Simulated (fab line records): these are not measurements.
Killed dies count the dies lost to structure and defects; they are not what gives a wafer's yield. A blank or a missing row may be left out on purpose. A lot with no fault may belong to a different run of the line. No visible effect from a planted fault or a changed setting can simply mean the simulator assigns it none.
Matching of chambers + flow n5_finfet + N5_BEOL_M3_ALD_84 on ald_metal-01 has 4 sister chambers
The step deposits TaN, pulse time 2 s, purge time 3 s, co reactant purge time 2 s. 18 wafers are shown with their chamber, then 9 later ones without.

## EACH WAFER AND ITS CHAMBER
| wafer  | chamber | heater_power_w (W) | precursor_vessel_temp_c (C) |
|--------|---------|--------------------|-----------------------------|
| L078.1 | 1       | 444                | 75.01                       |
| L078.4 | 3       | 406                | 75.07                       |
| L078.6 | 3       | 387                | 75.13                       |
| L082.1 | 2       | 462                | 75.05                       |
| L082.4 | 3       | 400                | 74.86                       |
| L082.6 | 2       | 461                | 74.96                       |
| L084.2 | 1       | 446                | 74.93                       |
| L084.4 | 3       | 395                | 75.18                       |
| L084.5 | 2       | 461                | 74.95                       |
| L087.3 | 0       | 490                | 75.03                       |
| L087.4 | 1       | 442                | 75.16                       |
| L087.5 | 2       | 461                | 74.91                       |
| L086.2 | 0       | 490                | 74.89                       |
| L086.4 | 1       | 449                | 74.97                       |
| L086.5 | 1       | 449                | 74.70                       |
| L088.1 | 1       | 464                | 75.07                       |
| L088.2 | 3       | 395                | 74.95                       |
| L088.5 | 1       | 447                | 75.21                       |

SIGNATURES (means of the wafers above)
| reading                 | chamber 0 | chamber 1 | chamber 2 | chamber 3 | scatter within a chamber |
|-------------------------|-----------|-----------|-----------|-----------|--------------------------|
| heater_power_w          | 490.00    | 448.71    | 461.25    | 396.60    | 6.03                     |
| precursor_vessel_temp_c | 74.9600   | 75.0071   | 74.9675   | 75.0380   | 0.136                    |
Rule: for a wafer and a chamber, the distance is found by dividing, reading by reading, the gap between the wafer's reading and the chamber's mean by the reading's scatter, squaring, summing and taking the root. If the next closest chamber is less than 2 further off than the closest, the wafer can't be placed; otherwise it belongs to the closest. How the scatter is found: for the shown wafers, subtract from each reading the mean of its chamber, square and add these, divide the total by (wafers less chambers), then take the root.

## WAFERS WHOSE CHAMBER IS MISSING
| wafer  | heater_power_w (W) | precursor_vessel_temp_c (C) |
|--------|--------------------|-----------------------------|
| L090.1 | 449                | 74.93                       |
| L090.4 | 473                | 74.99                       |
| L090.6 | 466                | 74.96                       |
| L092.2 | 461                | 75.17                       |
| L092.3 | 482                | 74.88                       |
| L092.5 | 479                | 75.15                       |
| L097.1 | 409                | 74.98                       |
| L097.3 | 497                | 74.96                       |
| L097.6 | 486                | 74.89                       |

## WHICH CHAMBER EACH WENT THROUGH
| wafer  | from the rows above     | in truth |
|--------|-------------------------|----------|
| L090.1 | can't be placed: 1 or 2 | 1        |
| L090.4 | can't be placed: 2 or 0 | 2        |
| L090.6 | 2                       | 2        |
| L092.2 | can't be placed: 2 or 1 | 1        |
| L092.3 | 0                       | 0        |
| L092.5 | can't be placed: 0 or 2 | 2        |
| L097.1 | 3                       | 3        |
| L097.3 | 0                       | 0        |
| L097.6 | 0                       | 0        |
Correctly placed: 5 of 9. Unplaceable from these rows: 4, with the true chamber sitting among the candidates in 4. 0 placed wrongly.
